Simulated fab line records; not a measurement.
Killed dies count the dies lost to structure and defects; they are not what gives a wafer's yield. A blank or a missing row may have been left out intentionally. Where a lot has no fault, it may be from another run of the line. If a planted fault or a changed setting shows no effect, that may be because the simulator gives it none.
fab line records    flow nand_harc
[record] lots = 24  wafers = 72  last_day = 25
route steps=1159 shown P_CONTACT@246 P_M0@266 P_M1@297 P_BONDPAD@372 A_SOURCE_PLATE@416
lots untouched by any fault: they come from a run of this same line in which no faults occurred
start_h: hours from the record's opening day to when the first of the lot's shown wafers began    wait_h: hours from the lot's prior step to this one    " the same as in the row above    L1.1+2: one row covering several wafers at once    - either no value or no given start    * or withheld: withheld    < > ~ a bound
route shown NAME@n: a module of which the file shows steps, and the number in the route of the first    usual: mean and standard deviation over wafers with no fault    same: alike in all rows    chamber/n: place in a boat    sites: readings site by site    _std_site: the standard deviation of these    _edge_site: outer sites' mean less inner sites'    radius_mm: for every site, how far away it sits from the centre of the wafer    mask NAME#n: copy n    behind: the most recent tool/chamber to have shaped the wafer    hold: why the lot was held/for how many hours/how that ended    device: names the non-switching transistor (n, p or np)    end of line: at the end of the route, the tests of the same wafers    a step given without rows: its recipe and nothing more    killed: the dies lost at the first sort to structure and to defects; this is not the yield of the wafer    map: a wafer's dies, x killed, . not, _ none there
set.NAME: the setting the step ran with; set.NAME@STEP: the setting that earlier step ran with    model.NAME: the simulator's own value behind a step, which no gauge read
one table for each step of the route and one row for each wafer, over a sample of lots
services: when a tool's chamber went out of use (start_h, in hours from the record's first day, below 0 if earlier), for how many hours, and the reason
[[steps]]
[step NHARC_P_CONTACT_PVD_32]
[recipe] target_thk_a = 50  chamber_pressure_pa = 5  power_w = 5000  substrate_temp_c = 200  time_s = 17.7  material = Ti
[usual] chamber_pressure_pa = 5.002/0.0097  throttle_valve_pct = 30.2/0.72
lot.wafer  tool            chamber  start_h  wait_h  chamber_pressure_pa  throttle_valve_pct
L074.1     pvd_sputter-01  -        -        -       5.001                31.1
L074.4     "               -        "        "       5.008                28.9
L074.5     "               -        "        "       5.005                30.9
L075.1     pvd_sputter-02  -        -        -       4.985                30.2
L075.3     "               -        "        "       5.006                30.2
L075.6     "               -        "        "       5.007                30.5
L077.2     pvd_sputter-03  -        -        -       4.993                31.2
L077.4     "               -        "        "       5.032                31.0
L077.5     "               -        "        "       4.983                29.8
L076.4     pvd_sputter-02  -        -        -       5.003                29.4
L076.2     "               -        "        "       5.022                30.2
L076.6     "               -        "        "       5.006                29.5
L078.3     pvd_sputter-02  -        -        -       5.006                30.7
L078.1     "               -        "        "       5.011                30.2
L078.4     "               -        "        "       5.010                29.3
L080.2     pvd_sputter-01  -        -        -       4.999                29.6
L080.5     "               -        "        "       4.992                31.0
L080.6     "               -        "        "       4.996                29.5
L079.2     pvd_sputter-02  -        -        -       4.995                29.5
L079.3     "               -        "        "       5.014                30.6
L079.6     "               -        "        "       4.994                29.7
L081.4     pvd_sputter-01  -        -        -       4.984                30.0
L081.1     "               -        "        "       4.992                29.4
L081.6     "               -        "        "       5.007                30.6
L082.3     pvd_sputter-03  -        -        -       4.999                31.2
L082.2     "               -        "        "       4.995                31.1
L082.5     "               -        "        "       5.002                29.4
L083.3     pvd_sputter-03  -        -        -       5.012                31.0
L083.2     "               -        "        "       4.996                30.3
L083.1     "               -        "        "       5.009                31.4
L084.2     pvd_sputter-02  -        -        -       5.010                30.5
L084.1     "               -        "        "       5.003                30.4
L084.6     "               -        "        "       5.004                30.7
L085.3     pvd_sputter-03  -        -        -       4.999                30.1
L085.1     "               -        "        "       5.003                29.7
L085.6     "               -        "        "       5.004                30.3
L086.1     pvd_sputter-01  -        -        -       5.006                30.7
L086.4     "               -        "        "       5.020                29.9
L086.6     "               -        "        "       4.995                28.6
L087.3     pvd_sputter-03  -        -        -       5.002                30.6
L087.4     "               -        "        "       4.995                29.6
L087.5     "               -        "        "       4.999                30.3
L089.3     pvd_sputter-03  -        -        -       4.998                31.1
L089.6     "               -        "        "       4.990                31.2
L089.5     "               -        "        "       4.997                30.2
L088.1     pvd_sputter-03  -        -        -       4.982                30.9
L088.3     "               -        "        "       4.997                30.1
L088.6     "               -        "        "       4.990                31.3
L090.1     pvd_sputter-02  -        -        -       5.006                30.8
L090.3     "               -        "        "       5.013                29.4
L090.6     "               -        "        "       5.005                29.1
L091.3     pvd_sputter-03  -        -        -       5.010                30.4
L091.1     "               -        "        "       5.017                31.4
L091.4     "               -        "        "       4.995                31.4
L092.3     pvd_sputter-03  -        -        -       4.997                31.5
L092.1     "               -        "        "       4.991                31.2
L092.6     "               -        "        "       5.022                30.2
L093.2     pvd_sputter-02  -        -        -       4.989                29.6
L093.4     "               -        "        "       5.007                28.7
L093.5     "               -        "        "       5.007                29.6
L094.1     pvd_sputter-02  -        -        -       5.017                29.6
L094.3     "               -        "        "       5.002                29.1
L094.5     "               -        "        "       4.999                29.8
L095.1     pvd_sputter-01  -        -        -       5.000                31.0
L095.2     "               -        "        "       4.995                29.7
L095.3     "               -        "        "       4.995                30.4
L096.1     pvd_sputter-02  -        -        -       4.997                30.6
L096.6     "               -        "        "       5.007                29.9
L096.5     "               -        "        "       5.008                29.6
L097.3     pvd_sputter-02  -        -        -       5.005                30.4
L097.2     "               -        "        "       5.004                29.8
L097.5     "               -        "        "       4.996                29.5
[step NHARC_P_M0_DESCUM_14]
[recipe] time_s = 3  o2_flow_sccm = 200  ar_flow_sccm = 0  bias_power_w = 0  chemistry = O2
[usual] chamber_pressure_mTorr = 60.00/0.05  drypump_motor_current_A = 5.7/0.33  oes_product_au = 0.996/0.0096  rf_vpp_V = 57.7/0.87  showerhead_plenum_p_Torr = 1.94/0.095  throttle_valve_pct = 11.311/0.0091
lot.wafer  tool         chamber  start_h  wait_h  chamber_pressure_mTorr  drypump_motor_current_A  oes_product_au  rf_hours_counter_h  rf_vpp_V  showerhead_plenum_p_Torr  throttle_valve_pct
L074.1     rie_diel-01  2        114.00   0.1     60.08                   6.2                      0.978           9.6                 56.0      1.88                      11.318
L074.4     "            3        "        "       59.93                   6.3                      1.009           8.6                 59.6      1.99                      11.316
L074.5     "            1        "        "       59.99                   5.3                      0.983           -                   57.5      1.93                      11.326
L075.3     rie_diel-01  2        114.69   0.1     59.99                   6.2                      0.990           9.6                 57.5      1.88                      11.310
L075.1     "            3        "        "       60.02                   6.4                      1.014           8.7                 58.9      1.99                      11.303
L075.6     "            1        "        "       59.97                   5.3                      0.987           -                   56.7      1.93                      11.307
L077.2     rie_diel-13  3        131.50   0.1     60.08                   5.8                      1.008           1.7                 58.4      2.06                      11.302
L077.4     "            1        "        "       59.98                   5.5                      1.004           1.3                 57.9      1.84                      11.320
L077.5     "            2        "        "       59.92                   6.0                      0.993           -                   58.0      2.05                      11.307
L076.2     rie_diel-01  1        131.85   0.1     60.11                   5.2                      0.999           9.6                 57.2      1.93                      11.305
L076.4     "            2        "        "       60.08                   6.2                      0.982           10.8                57.3      1.88                      11.324
L076.6     "            2        "        "       59.90                   6.2                      0.984           -                   58.1      1.88                      11.313
L078.3     rie_diel-13  0        133.78   0.1     60.04                   5.6                      1.009           1.5                 57.0      1.79                      11.306
L078.4     "            1        "        "       60.06                   5.5                      1.002           1.4                 56.1      1.84                      11.312
L078.1     "            2        "        "       60.04                   6.0                      1.008           1.6                 56.8      2.05                      11.307
L080.2     rie_diel-04  0        144.81   0.1     60.00                   5.8                      0.983           2.1                 57.6      1.93                      11.293
L080.6     "            3        "        "       60.11                   5.4                      0.994           -                   58.2      1.92                      11.311
L080.5     "            0        "        "       59.95                   5.8                      0.988           -                   57.5      1.93                      11.310
L079.3     rie_diel-13  3        145.02   0.1     60.01                   5.7                      1.004           2.8                 58.1      2.06                      11.303
L079.2     "            0        "        "       60.08                   5.6                      1.004           2.4                 57.8      1.79                      11.309
L079.6     "            3        "        "       60.06                   5.8                      1.013           -                   58.2      2.06                      11.305
L081.4     rie_diel-04  1        159.53   0.1     60.07                   5.9                      1.009           3.2                 57.9      2.01                      11.312
L081.1     "            2        "        "       60.01                   5.4                      1.006           3.0                 56.8      1.90                      11.305
L081.6     "            3        "        "       60.01                   5.4                      0.997           -                   57.9      1.92                      11.304
L082.3     rie_diel-13  3        168.59   0.1     60.00                   5.8                      1.005           5.2                 58.4      2.06                      11.324
L082.2     "            1        "        "       59.96                   5.5                      0.992           4.5                 56.1      1.84                      11.318
L082.5     "            0        "        "       59.95                   5.6                      1.012           -                   57.4      1.79                      11.306
L083.3     rie_diel-04  0        173.28   0.1     59.97                   5.8                      0.979           4.7                 58.7      1.93                      11.305
L083.1     "            1        "        "       59.91                   5.9                      0.992           3.6                 57.7      2.01                      11.310
L083.2     "            2        "        "       60.02                   5.4                      1.005           3.5                 58.7      1.90                      11.297
L084.2     rie_diel-13  3        180.45   0.1     60.05                   5.8                      0.992           6.2                 57.9      2.06                      11.305
L084.1     "            1        "        "       59.99                   5.5                      0.989           5.2                 56.9      1.83                      11.318
L084.6     "            3        "        "       60.00                   5.8                      1.004           -                   59.7      2.06                      11.317
L085.3     rie_diel-13  0        181.62   0.1     59.93                   5.6                      1.000           5.8                 56.9      1.79                      11.307
L085.1     "            1        "        "       59.94                   5.5                      0.995           5.2                 57.1      1.83                      11.305
L085.6     "            0        "        "       59.94                   5.6                      1.003           -                   57.1      1.79                      11.305
L086.4     rie_diel-04  2        200.54   0.1     59.96                   5.3                      0.992           5.2                 56.2      1.90                      11.307
L086.1     "            0        "        "       60.03                   5.8                      0.979           6.8                 58.2      1.93                      11.315
L086.6     "            3        "        "       60.01                   5.4                      0.998           -                   57.5      1.92                      11.306
L087.3     rie_diel-01  2        201.05   0.1     59.97                   6.2                      0.988           3.5                 58.1      1.88                      11.297
L087.4     "            3        "        "       59.94                   6.3                      0.990           3.3                 58.3      1.98                      11.302
L087.5     "            1        "        "       59.92                   5.2                      0.986           -                   59.2      1.93                      11.322
L089.3     rie_diel-13  1        202.21   0.1     59.97                   5.5                      0.997           6.7                 56.8      1.83                      11.305
L089.6     "            0        "        "       60.05                   5.6                      0.997           -                   57.1      1.79                      11.301
L089.5     "            1        "        "       59.98                   5.5                      0.988           -                   56.9      1.83                      11.292
L088.3     rie_diel-13  2        207.90   0.1     59.99                   6.0                      0.999           4.9                 58.3      2.05                      11.308
L088.1     "            3        "        "       60.00                   5.8                      1.001           8.4                 58.8      2.06                      11.303
L088.6     "            2        "        "       60.04                   6.0                      0.999           -                   58.3      2.05                      11.319
L090.3     rie_diel-04  1        216.42   0.1     60.06                   5.9                      1.004           7.6                 58.2      2.01                      11.314
L090.1     "            0        "        "       59.98                   5.8                      0.995           8.6                 57.2      1.92                      11.331
L090.6     "            1        "        "       59.99                   5.9                      0.998           -                   60.2      2.01                      11.313
L091.1     rie_diel-04  1        216.75   0.1     59.91                   5.9                      1.006           7.7                 57.2      2.01                      11.316
L091.3     "            2        "        "       59.97                   5.4                      1.007           6.8                 58.3      1.90                      11.313
L091.4     "            0        "        "       59.96                   5.8                      0.991           8.6                 57.7      1.92                      11.294
L092.1     rie_diel-13  0        228.48   0.1     60.00                   5.6                      1.002           8.8                 56.1      1.79                      11.320
L092.3     "            2        "        "       59.94                   6.0                      0.994           6.2                 57.3      2.05                      11.308
L092.6     "            0        "        "       60.02                   5.6                      0.994           -                   57.2      1.79                      11.299
L093.2     rie_diel-13  1        238.04   0.1     60.01                   5.5                      0.992           9.3                 57.5      1.83                      11.320
L093.4     "            2        "        "       59.88                   6.0                      0.996           7.2                 58.8      2.05                      11.327
L093.5     "            1        "        "       60.03                   5.5                      1.004           -                   57.5      1.83                      11.320
L094.1     rie_diel-01  3        238.18   0.1     59.99                   6.4                      0.990           5.8                 57.4      1.98                      11.315
L094.3     "            1        "        "       60.08                   5.2                      0.984           5.5                 57.4      1.93                      11.310
L094.5     "            0        "        "       60.01                   6.5                      0.988           -                   59.1      2.05                      11.309
L095.2     rie_diel-13  3        241.60   0.1     60.01                   5.8                      0.983           11.1                58.4      2.06                      11.324
L095.1     "            0        "        "       59.97                   5.6                      0.996           10.2                57.0      1.79                      11.299
L095.3     "            2        "        "       60.00                   6.0                      1.002           7.6                 59.0      2.05                      11.319
L096.1     rie_diel-04  1        242.54   0.1     59.88                   5.9                      0.986           9.2                 57.6      2.01                      11.307
L096.5     "            0        "        "       59.95                   5.8                      0.984           -                   57.0      1.92                      11.315
L096.6     "            1        "        "       60.04                   5.9                      0.998           -                   59.5      2.01                      11.295
L097.3     rie_diel-13  0        252.27   0.1     59.98                   5.6                      0.987           11.2                56.3      1.79                      11.320
L097.2     "            2        "        "       59.96                   5.9                      0.992           8.6                 57.3      2.05                      11.310
L097.5     "            3        "        "       59.95                   5.8                      0.990           -                   58.1      2.06                      11.317
[step NHARC_P_M0_PRE_CLEAN_29]
[recipe] time_s = 30  temp_c = 280  gas = H2/He
[usual] heater_power_w = 416/39
lot.wafer  tool            chamber  start_h  wait_h  heater_power_w
L074.4     pvd_sputter-01  -        -        -       381
L074.1     "               -        "        "       387
L074.5     "               -        "        "       474
L075.1     pvd_sputter-01  -        -        -       468
L075.3     "               -        "        "       367
L075.6     "               -        "        "       377
L077.4     pvd_sputter-02  -        -        -       386
L077.2     "               -        "        "       383
L077.5     "               -        "        "       425
L076.4     pvd_sputter-01  -        -        -       382
L076.2     "               -        "        "       465
L076.6     "               -        "        "       389
L078.3     pvd_sputter-03  -        -        -       413
L078.1     "               -        "        "       494
L078.4     "               -        "        "       380
L079.2     pvd_sputter-01  -        -        -       382
L079.3     "               -        "        "       382
L079.6     "               -        "        "       371
L080.2     pvd_sputter-02  -        -        -       410
L080.5     "               -        "        "       411
L080.6     "               -        "        "       390
L081.1     pvd_sputter-01  -        -        -       378
L081.4     "               -        "        "       390
L081.6     "               -        "        "       376
L082.3     pvd_sputter-03  -        -        -       498
L082.2     "               -        "        "       384
L082.5     "               -        "        "       408
L083.2     pvd_sputter-03  -        -        -       417
L083.1     "               -        "        "       396
L083.3     "               -        "        "       389
L084.2     pvd_sputter-02  -        -        -       421
L084.1     "               -        "        "       383
L084.6     "               -        "        "       394
L085.1     pvd_sputter-02  -        -        -       390
L085.3     "               -        "        "       434
L085.6     "               -        "        "       404
L086.1     pvd_sputter-03  -        -        -       388
L086.4     "               -        "        "       416
L086.6     "               -        "        "       384
L087.3     pvd_sputter-02  -        -        -       385
L087.4     "               -        "        "       431
L087.5     "               -        "        "       386
L089.3     pvd_sputter-02  -        -        -       417
L089.5     "               -        "        "       417
L089.6     "               -        "        "       423
L088.3     pvd_sputter-01  -        -        -       382
L088.1     "               -        "        "       498
L088.6     "               -        "        "       356
L090.3     pvd_sputter-03  -        -        -       392
L090.1     "               -        "        "       385
L090.6     "               -        "        "       484
L091.4     pvd_sputter-03  -        -        -       394
L091.1     "               -        "        "       386
L091.3     "               -        "        "       418
L092.3     pvd_sputter-03  -        -        -       411
L092.1     "               -        "        "       398
L092.6     "               -        "        "       411
L093.2     pvd_sputter-02  -        -        -       398
L093.4     "               -        "        "       411
L093.5     "               -        "        "       393
L094.3     pvd_sputter-03  -        -        -       479
L094.1     "               -        "        "       377
L094.5     "               -        "        "       403
L095.2     pvd_sputter-01  -        -        -       474
L095.3     "               -        "        "       457
L095.1     "               -        "        "       362
L096.1     pvd_sputter-02  -        -        -       440
L096.5     "               -        "        "       407
L096.6     "               -        "        "       389
L097.2     pvd_sputter-01  -        -        -       400
L097.3     "               -        "        "       459
L097.5     "               -        "        "       361
[step NHARC_P_M1_INSPECT_11]
[usual] raw_defect_count = 4.0/2.5
lot.wafer  tool               chamber  start_h  wait_h  raw_defect_count
L074.1     defect_inspect-02  -        118.27   0.1     9
L074.4     "                  -        "        "       5
L074.5     "                  -        "        "       4
L075.1     defect_inspect-01  -        119.21   0.0     8
L075.3     "                  -        "        "       5
L075.6     "                  -        "        "       7
L077.2     defect_inspect-01  -        135.49   0.0     4
L077.4     "                  -        "        "       2
L077.5     "                  -        "        "       6
L076.2     defect_inspect-01  -        135.90   0.0     3
L076.4     "                  -        "        "       2
L076.6     "                  -        "        "       2
L078.1     defect_inspect-02  -        137.73   0.0     1
L078.3     "                  -        "        "       3
L078.4     "                  -        "        "       2
L079.2     defect_inspect-01  -        149.03   0.0     4
L079.3     "                  -        "        "       1
L079.6     "                  -        "        "       1
L080.2     defect_inspect-01  -        149.43   0.0     5
L080.5     "                  -        "        "       6
L080.6     "                  -        "        "       6
L081.1     defect_inspect-01  -        163.60   0.0     3
L081.4     "                  -        "        "       6
L081.6     "                  -        "        "       3
L082.2     defect_inspect-01  -        172.68   0.0     2
L082.3     "                  -        "        "       0
L082.5     "                  -        "        "       6
L083.1     defect_inspect-02  -        177.57   0.0     6
L083.2     "                  -        "        "       3
L083.3     "                  -        "        "       2
L084.1     defect_inspect-02  -        184.43   0.0     1
L084.2     "                  -        "        "       5
L084.6     "                  -        "        "       2
L085.1     defect_inspect-02  -        185.99   0.0     1
L085.3     "                  -        "        "       0
L085.6     "                  -        "        "       3
L086.1     defect_inspect-01  -        204.39   0.0     7
L086.4     "                  -        "        "       3
L086.6     "                  -        "        "       2
L087.3     defect_inspect-02  -        205.06   0.0     1
L087.4     "                  -        "        "       2
L087.5     "                  -        "        "       2
L089.3     defect_inspect-02  -        206.54   0.0     3
L089.5     "                  -        "        "       8
L089.6     "                  -        "        "       4
L088.1     defect_inspect-02  -        211.78   0.0     6
L088.3     "                  -        "        "       3
L088.6     "                  -        "        "       2
L090.1     defect_inspect-01  -        220.44   0.0     5
L090.3     "                  -        "        "       4
L090.6     "                  -        "        "       6
L091.1     defect_inspect-01  -        221.11   0.0     4
L091.3     "                  -        "        "       2
L091.4     "                  -        "        "       5
L092.1     defect_inspect-01  -        232.51   0.0     15
L092.3     "                  -        "        "       4
L092.6     "                  -        "        "       11
L093.2     defect_inspect-01  -        242.03   0.0     5
L093.4     "                  -        "        "       6
L093.5     "                  -        "        "       8
L094.1     defect_inspect-01  -        242.31   0.0     5
L094.3     "                  -        "        "       1
L094.5     "                  -        "        "       7
L095.1     defect_inspect-01  -        245.77   0.0     7
L095.2     "                  -        "        "       7
L095.3     "                  -        "        "       2
L096.1     defect_inspect-01  -        246.47   0.0     4
L096.5     "                  -        "        "       7
L096.6     "                  -        "        "       8
L097.2     defect_inspect-01  -        256.69   0.0     5
L097.3     "                  -        "        "       8
L097.5     "                  -        "        "       5
[step NHARC_P_BONDPAD_ETCH_24]
[recipe] target_depth_a = 300  over_etch_frac = 0.3  time_s = 72.99  ion_energy_ev = 150  cf4_flow_sccm = 50  n2_flow_sccm = 100  ar_flow_sccm = 150  rf_w = 300  bias_w = 100  chemistry = CF4/N2
[usual] chamber_pressure_mTorr = 30.00/0.033  drypump_motor_current_A = 6.02/0.28  oes_product_au = 1.004/0.0086  rf_vpp_V = 314.6/1.7  showerhead_plenum_p_Torr = 2.65/0.089  throttle_valve_pct = 19.796/0.0082
[same] over_etch_frac = 0.3
lot.wafer  tool         chamber  start_h  wait_h  chamber_pressure_mTorr  drypump_motor_current_A  oes_product_au  rf_hours_counter_h  rf_vpp_V  showerhead_plenum_p_Torr  throttle_valve_pct
L074.4     rie_diel-06  2        -        -       29.98                   6.46                     0.999           24                  316.6     2.70                      19.800
L074.1     "            1        "        "       30.01                   6.24                     0.990           22                  314.5     2.63                      19.792
L074.5     "            3        "        "       29.94                   5.73                     1.009           -                   316.2     2.70                      19.794
L075.1     rie_diel-06  1        -        -       30.01                   6.25                     0.994           22                  314.0     2.63                      19.801
L075.3     "            3        "        "       30.00                   5.73                     0.999           25                  315.5     2.70                      19.803
L075.6     "            1        "        "       29.99                   6.23                     0.998           -                   313.8     2.63                      19.787
L077.4     rie_diel-06  0        -        -       29.98                   6.32                     1.000           24                  311.7     2.52                      19.798
L077.2     "            1        "        "       30.00                   6.26                     0.995           29                  314.8     2.63                      19.792
L077.5     "            2        "        "       30.02                   6.43                     1.007           -                   313.8     2.69                      19.804
L076.4     rie_diel-06  2        -        -       30.07                   6.43                     1.015           31                  314.9     2.69                      19.787
L076.2     "            3        "        "       29.99                   5.75                     1.012           31                  315.8     2.70                      19.787
L076.6     "            3        "        "       29.97                   5.70                     1.001           -                   316.2     2.70                      19.785
L078.4     rie_diel-08  0        -        -       30.03                   5.91                     1.009           1                   313.0     2.61                      19.779
L078.3     "            1        "        "       29.96                   6.33                     0.993           1                   316.1     2.73                      19.804
L078.1     "            3        "        "       30.00                   5.63                     1.002           1                   313.9     2.54                      19.800
L080.2     rie_diel-08  3        -        -       30.05                   5.66                     1.009           2                   313.0     2.54                      19.803
L080.5     "            2        "        "       30.00                   5.95                     1.018           -                   315.8     2.77                      19.805
L080.6     "            3        "        "       30.03                   5.68                     1.009           -                   314.0     2.54                      19.795
L079.3     rie_diel-08  0        -        -       29.96                   5.92                     1.005           2                   312.9     2.61                      19.789
L079.2     "            1        "        "       30.03                   6.34                     0.989           2                   315.0     2.73                      19.798
L079.6     "            0        "        "       29.99                   5.91                     1.004           -                   315.5     2.61                      19.801
L081.4     rie_diel-08  3        -        -       30.00                   5.64                     1.012           3                   313.4     2.54                      19.805
L081.1     "            0        "        "       30.03                   5.88                     1.017           3                   314.3     2.61                      19.798
L081.6     "            2        "        "       30.05                   5.93                     1.025           -                   316.5     2.77                      19.805
L082.2     rie_diel-08  0        -        -       30.01                   5.91                     1.005           3                   316.0     2.61                      19.814
L082.3     "            1        "        "       29.98                   6.34                     0.989           3                   314.8     2.73                      19.782
L082.5     "            3        "        "       30.00                   5.68                     1.011           -                   312.9     2.54                      19.791
L083.1     rie_diel-08  3        -        -       30.01                   5.68                     1.005           4                   312.3     2.53                      19.799
L083.3     "            0        "        "       29.93                   5.93                     1.019           4                   312.7     2.61                      19.806
L083.2     "            2        "        "       30.03                   5.96                     1.015           4                   316.8     2.77                      19.796
L084.1     rie_diel-08  3        -        -       29.94                   5.63                     1.008           5                   313.0     2.53                      19.802
L084.2     "            0        "        "       30.00                   5.95                     1.016           5                   314.2     2.61                      19.786
L084.6     "            0        "        "       30.08                   5.94                     1.011           -                   313.7     2.61                      19.788
L085.3     rie_diel-06  2        -        -       30.01                   6.45                     1.012           50                  315.3     2.68                      19.803
L085.1     "            3        "        "       29.99                   5.73                     1.007           50                  314.6     2.69                      19.800
L085.6     "            0        "        "       30.00                   6.32                     0.991           -                   312.3     2.51                      19.776
L086.4     rie_diel-06  1        -        -       29.99                   6.23                     0.993           51                  314.7     2.62                      19.801
L086.1     "            2        "        "       30.03                   6.44                     1.016           55                  314.4     2.68                      19.802
L086.6     "            0        "        "       29.99                   6.37                     0.996           -                   312.6     2.51                      19.791
L087.4     rie_diel-06  0        -        -       30.10                   6.39                     1.005           51                  312.6     2.51                      19.786
L087.3     "            2        "        "       30.03                   6.45                     1.007           55                  316.0     2.68                      19.789
L087.5     "            1        "        "       30.00                   6.24                     0.999           -                   313.1     2.62                      19.791
L089.3     rie_diel-08  2        -        -       29.98                   5.95                     1.018           8                   316.2     2.77                      19.791
L089.6     "            2        "        "       29.95                   5.94                     1.014           -                   315.9     2.77                      19.805
L089.5     "            3        "        "       30.01                   5.67                     1.003           -                   312.4     2.53                      19.785
L088.1     rie_diel-08  1        -        -       30.00                   6.34                     0.996           8                   314.5     2.72                      19.792
L088.3     "            2        "        "       29.95                   5.96                     1.009           8                   316.8     2.77                      19.787
L088.6     "            1        "        "       29.99                   6.32                     1.011           -                   315.2     2.72                      19.794
L090.1     rie_diel-08  2        -        -       30.04                   5.98                     1.011           9                   315.6     2.77                      19.792
L090.3     "            0        "        "       29.97                   5.95                     1.005           9                   314.4     2.61                      19.793
L090.6     "            2        "        "       29.99                   5.97                     1.002           -                   315.9     2.77                      19.801
L091.1     rie_diel-08  0        -        -       29.93                   5.87                     1.005           9                   314.5     2.61                      19.800
L091.4     "            1        "        "       30.01                   6.34                     1.003           9                   316.5     2.72                      19.805
L091.3     "            3        "        "       29.99                   5.62                     0.995           9                   312.6     2.53                      19.807
L092.1     rie_diel-08  0        -        -       29.98                   5.93                     1.006           11                  316.4     2.61                      19.796
L092.3     "            3        "        "       29.98                   5.63                     1.010           10                  311.9     2.53                      19.800
L092.6     "            1        "        "       30.04                   6.33                     1.002           -                   315.2     2.72                      19.810
L093.2     rie_diel-08  0        -        -       30.00                   5.89                     1.001           11                  312.5     2.61                      19.780
L093.4     "            1        "        "       30.03                   6.33                     0.992           11                  315.7     2.72                      19.801
L093.5     "            2        "        "       30.01                   5.96                     0.994           -                   316.5     2.77                      19.791
L094.1     rie_diel-08  3        -        -       30.04                   5.64                     1.004           11                  312.5     2.53                      19.793
L094.3     "            1        "        "       29.99                   6.35                     0.998           12                  315.2     2.72                      19.793
L094.5     "            3        "        "       29.99                   5.65                     0.988           -                   313.1     2.53                      19.798
L095.2     rie_diel-08  3        -        -       30.07                   5.61                     1.000           12                  312.5     2.53                      19.787
L095.1     "            0        "        "       30.04                   5.91                     0.997           12                  313.5     2.61                      19.788
L095.3     "            1        "        "       30.02                   6.35                     1.017           12                  315.6     2.72                      19.788
L096.1     rie_diel-08  0        -        -       29.99                   5.97                     0.999           12                  314.5     2.61                      19.789
L096.5     "            3        "        "       29.99                   5.64                     0.997           -                   312.7     2.53                      19.792
L096.6     "            0        "        "       29.98                   5.96                     0.995           -                   313.3     2.61                      19.784
L097.2     rie_diel-08  2        -        -       30.02                   5.98                     1.010           13                  316.5     2.77                      19.811
L097.3     "            1        "        "       29.99                   6.34                     0.991           13                  316.6     2.72                      19.799
L097.5     "            2        "        "       30.02                   5.97                     1.011           -                   317.5     2.77                      19.790
[step NHARC_A_SOURCE_PLATE_THK_MEAS_09]
[recipe] thk_meas_gauge = ellipsometry
[usual] thk_nm = 9.9/0.98
lot.wafer  tool           chamber  start_h  wait_h  thk_nm
L074.1     film_metro-02  -        141.11   0.4     9.2
L074.4     "              -        "        "       10.3
L074.5     "              -        "        "       8.1
L075.1     film_metro-01  -        141.11   0.4     11.2
L075.3     "              -        "        "       10.2
L075.6     "              -        "        "       9.0
L078.1     film_metro-02  -        158.39   0.4     10.9
L078.3     "              -        "        "       9.4
L078.4     "              -        "        "       9.2
L077.2     film_metro-01  -        158.39   0.4     12.0
L077.4     "              -        "        "       7.9
L077.5     "              -        "        "       10.2
L076.2     film_metro-01  -        158.39   0.4     9.8
L076.4     "              -        "        "       9.8
L076.6     "              -        "        "       10.8
L080.2     film_metro-02  -        171.19   0.4     11.2
L080.5     "              -        "        "       10.0
L080.6     "              -        "        "       10.8
L079.2     film_metro-01  -        171.19   0.4     10.7
L079.3     "              -        "        "       9.0
L079.6     "              -        "        "       11.9
L081.1     film_metro-02  -        188.08   0.4     9.7
L081.4     "              -        "        "       9.8
L081.6     "              -        "        "       9.7
L082.2     film_metro-01  -        194.28   0.4     8.9
L082.3     "              -        "        "       10.0
L082.5     "              -        "        "       9.5
L083.1     film_metro-01  -        199.52   0.4     10.0
L083.2     "              -        "        "       8.4
L083.3     "              -        "        "       11.1
L085.1     film_metro-01  -        205.82   0.4     11.2
L085.3     "              -        "        "       9.7
L085.6     "              -        "        "       9.8
L084.1     film_metro-02  -        205.83   0.4     9.7
L084.2     "              -        "        "       10.7
L084.6     "              -        "        "       9.3
L086.1     film_metro-02  -        226.16   0.4     9.1
L086.4     "              -        "        "       9.5
L086.6     "              -        "        "       9.5
L087.3     film_metro-01  -        226.16   0.4     10.8
L087.4     "              -        "        "       8.1
L087.5     "              -        "        "       11.4
L089.3     film_metro-02  -        226.16   0.4     10.3
L089.5     "              -        "        "       10.8
L089.6     "              -        "        "       8.3
L088.1     film_metro-01  -        233.00   0.4     9.7
L088.3     "              -        "        "       11.0
L088.6     "              -        "        "       9.2
L090.1     film_metro-01  -        242.89   0.4     9.8
L090.3     "              -        "        "       11.1
L090.6     "              -        "        "       11.2
L091.1     film_metro-02  -        242.89   0.4     9.4
L091.3     "              -        "        "       10.1
L091.4     "              -        "        "       10.0
L092.1     film_metro-02  -        253.97   0.4     10.3
L092.3     "              -        "        "       9.8
L092.6     "              -        "        "       7.7
L094.1     film_metro-02  -        264.98   0.4     10.6
L094.3     "              -        "        "       9.4
L094.5     "              -        "        "       8.7
L093.2     film_metro-01  -        264.98   0.4     9.2
L093.4     "              -        "        "       10.4
L093.5     "              -        "        "       10.3
L095.1     film_metro-01  -        272.27   0.4     7.7
L095.2     "              -        "        "       10.5
L095.3     "              -        "        "       10.5
L096.1     film_metro-02  -        272.27   0.4     11.2
L096.5     "              -        "        "       9.7
L096.6     "              -        "        "       10.2
L097.2     film_metro-02  -        281.17   0.4     10.5
L097.3     "              -        "        "       8.2
L097.5     "              -        "        "       8.4
[[services]]
tool            chamber  start_h  hours  kind
rie_diel-01     1        88.22    12.6   repair
rie_diel-04     1        90.36    13.1   repair
rie_diel-13     2        94.25    5.8    repair
rie_diel-13     -        99.00    9.0    pm
rie_diel-08     0        103.80   -      clean
rie_diel-08     1        103.80   -      clean
rie_diel-08     2        103.80   -      clean
rie_diel-08     3        103.80   -      clean
pvd_sputter-03  -        106.96   10.0   pm
rie_diel-04     -        111.90   9.0    pm
rie_diel-08     -        124.80   9.0    pm
rie_diel-08     0        124.80   9.0    vent_cycle
rie_diel-01     -        137.82   9.0    pm
rie_diel-13     2        149.21   30.6   repair
rie_diel-01     3        154.72   5.2    repair
pvd_sputter-01  -        160.94   10.0   pm
rie_diel-06     1        183.57   9.1    repair
rie_diel-13     0        202.61   3.4    repair
pvd_sputter-02  -        214.00   10.0   pm
rie_diel-01     2        235.86   13.9   repair
rie_diel-13     1        241.00   15.6   repair
rie_diel-06     -        241.20   9.0    pm
pvd_sputter-01  -        256.36   3.0    repair
rie_diel-08     2        261.97   1.4    repair
[[key]]
fault none
